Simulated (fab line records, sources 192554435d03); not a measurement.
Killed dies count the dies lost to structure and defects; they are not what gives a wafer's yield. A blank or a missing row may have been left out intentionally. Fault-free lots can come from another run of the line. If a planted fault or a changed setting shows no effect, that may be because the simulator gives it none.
8D (eight disciplines) problem report, filled in by code | flow n5_finfet | the parts of the form that need people (team, actions taken, sign-off) are left out

== 1. WHAT WENT WRONG ==
At N5_BEOL_M0_SAQP_PECVD_03, run_length_s averages 58.0 s over 4 wafers from 3 lots, while fault-free wafers read 51.4 s, standard deviation 0.53. Measured from the usual mean, that is +12 standard deviations.
The step: deposits SiCN from 3MS/NH3, target thk 12 nm, time 21.1 s.
The first sign was on wafer L621.5 at day 8 14:55, on pecvd-03. The record has a number at this step for 25 wafers belonging to 9 lots. Rule for "out", or "out of limits": more than 4 standard deviations from the usual mean. All remaining wafers that have a number are taken as sound.

== 2. WHAT IT IS, AND WHAT IT ISN'T ==
question                    | is                             | is not
which readings at this step | run_length_s                   | showerhead_plenum_p_Torr, throttle_valve_pct
which lots                  | L621, L622, L624               | L608, L609, L612, L616, L625, L630
which wafers of those lots  | L621.5, L622.5, L624.4, L624.5 | L621.2, L622.6, L624.2
read on which tools         | pecvd-03                       | pecvd-01
when                        | from day 8 14:55               | up to then (13 sound wafers); but 8 sound wafers of L622, L624, L625, L630 came after

== 3. WHAT RULES OUT EACH SUSPECT ==
Counting: any tool at a process step up to the reading remains a suspect provided it ran every lot that is out. Sound lots after the first of them don't rule it out here, since some wafers of a struck lot are sound.
- ald_sin-04 at N5_MOL_CONTACT_COAG_ALD_133 (deposits SiO2, target thk 5 nm, pulse time 1 s, co reactant pulse time 1 s): kept. It processed each lot that is out (first: L621, day 8 09:50); up to then, its last sound lot is L616 (day 7 07:53).
- pecvd-03 at N5_BEOL_M0_SAQP_PECVD_03 (deposits SiCN from 3MS/NH3, target thk 12 nm, time 21.1 s): kept. It processed each lot that is out (first: L621, day 8 14:55); up to then, its last sound lot is L616 (day 7 14:58). On those wafers its own readings are out: run_length_s.
Remaining after the count are ald_sin-04 at N5_MOL_CONTACT_COAG_ALD_133 and pecvd-03 at N5_BEOL_M0_SAQP_PECVD_03.

== 4. THE CAUSE (what the simulator had put in) ==
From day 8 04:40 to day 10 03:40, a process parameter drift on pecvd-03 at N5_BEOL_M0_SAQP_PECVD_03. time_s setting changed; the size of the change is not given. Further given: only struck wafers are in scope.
After counting, 2 suspects remain, this tool included.

== 5. SEQUENCE OF EFFECTS, ordered by route ==
Rows list readings where the struck wafers' mean (over those with a number) sits beyond 3 standard deviations from the usual. Only readings whose record carries a usual standard deviation are examined. hours: median over the lots of the time between each lot's start at the first step of this table that gives one and its start at this step. sigmas: the change, counted in usual standard deviations.
hours | step                     | reading           | usual  | on struck wafers | change | sigmas
0     | N5_BEOL_M0_SAQP_PECVD_03 | run_length_s      | 51.4 s | 58.0             | +6.6   | +12
7     | N5_BEOL_M0_ETCH_138      | etch_rf_on_time_s | 28.7 s | 31.8             | +3.1   | +3.4
It contains these process steps:
- N5_BEOL_M0_SAQP_PECVD_03: deposits SiCN from 3MS/NH3, target thk 12 nm, time 21.1 s.
- N5_BEOL_M0_ETCH_138: etches SiCN in CH3F/O2, target depth 12 nm, time 31.6 s.
At these later measuring or inspecting steps, every struck wafer for which the step has a row has a number for every such reading, and none has moved that far: N5_BEOL_M4_RC_MEAS_101.

== 6. HOW IT WOULD HAVE BEEN CAUGHT EARLIER ==
In this record no reading fell out of limits until day 8 14:55, 10 hours after the fault had begun at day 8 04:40.
